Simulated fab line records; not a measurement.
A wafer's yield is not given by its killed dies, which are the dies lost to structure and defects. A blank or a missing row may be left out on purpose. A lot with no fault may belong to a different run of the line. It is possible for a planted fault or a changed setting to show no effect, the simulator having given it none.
Chamber matching :: flow nand_harc :: NHARC_P_M0_ETCH_34 on rie_diel-02: 4 sister chambers
The step etches the open film in N2/H2, target depth 40 nm, overetch 12 nm, time 43.94 s. 8 wafers are shown with their chamber, then 8 later ones without.

WAFERS PAIRED WITH THEIR CHAMBERS
wafer: L540.4
chamber: 1
showerhead_plenum_p_Torr (Torr): 1.88
drypump_motor_current_A (A): 6.04

wafer: L540.6
chamber: 2
showerhead_plenum_p_Torr (Torr): 2.15
drypump_motor_current_A (A): 6.41

wafer: L544.3
chamber: 2
showerhead_plenum_p_Torr (Torr): 2.15
drypump_motor_current_A (A): 6.40

wafer: L544.4
chamber: 1
showerhead_plenum_p_Torr (Torr): 1.88
drypump_motor_current_A (A): 6.06

wafer: L546.6
chamber: 3
showerhead_plenum_p_Torr (Torr): 1.90
drypump_motor_current_A (A): 5.60

wafer: L548.2
chamber: 0
showerhead_plenum_p_Torr (Torr): 1.87
drypump_motor_current_A (A): 6.24

wafer: L548.5
chamber: 3
showerhead_plenum_p_Torr (Torr): 1.90
drypump_motor_current_A (A): 5.62

wafer: L548.6
chamber: 0
showerhead_plenum_p_Torr (Torr): 1.88
drypump_motor_current_A (A): 6.27

WAFERS MISSING THEIR CHAMBER
wafer: L551.1
showerhead_plenum_p_Torr (Torr): 2.14
drypump_motor_current_A (A): 6.38

wafer: L551.2
showerhead_plenum_p_Torr (Torr): 1.90
drypump_motor_current_A (A): 5.63

wafer: L551.3
showerhead_plenum_p_Torr (Torr): 2.21
drypump_motor_current_A (A): 6.02

wafer: L556.4
showerhead_plenum_p_Torr (Torr): 2.21
drypump_motor_current_A (A): 6.03

wafer: L556.5
showerhead_plenum_p_Torr (Torr): 1.89
drypump_motor_current_A (A): 5.62

wafer: L555.4
showerhead_plenum_p_Torr (Torr): 2.21
drypump_motor_current_A (A): 6.03

wafer: L557.4
showerhead_plenum_p_Torr (Torr): 1.87
drypump_motor_current_A (A): 6.21

wafer: L557.6
showerhead_plenum_p_Torr (Torr): 2.14
drypump_motor_current_A (A): 6.40

EACH ONE'S CHAMBER
wafer: L551.1
from the rows above: 2
in truth: 2

wafer: L551.2
from the rows above: 3
in truth: 3

wafer: L551.3
from the rows above: 2
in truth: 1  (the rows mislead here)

wafer: L556.4
from the rows above: 2
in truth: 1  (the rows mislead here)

wafer: L556.5
from the rows above: 3
in truth: 3

wafer: L555.4
from the rows above: 2
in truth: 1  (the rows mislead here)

wafer: L557.4
from the rows above: 0
in truth: 0

wafer: L557.6
from the rows above: 2
in truth: 2
Placed correctly: 5 of 8. From these rows, 0 cannot be placed. 3 placed wrongly.
How it was worked out, from the rows above alone: a wafer's distance from a chamber is the root of the sum, over the readings, of the square of ((its reading less the chamber's mean) divided by the reading's scatter). The wafer belongs to the nearest chamber; if the next one is less than 2 further off, it can't be placed. A chamber's mean is the mean of its shown wafers. The scatter: take each reading less its chamber's mean, square it, sum over the shown wafers, divide by the number of wafers less the number of chambers, and take the root.
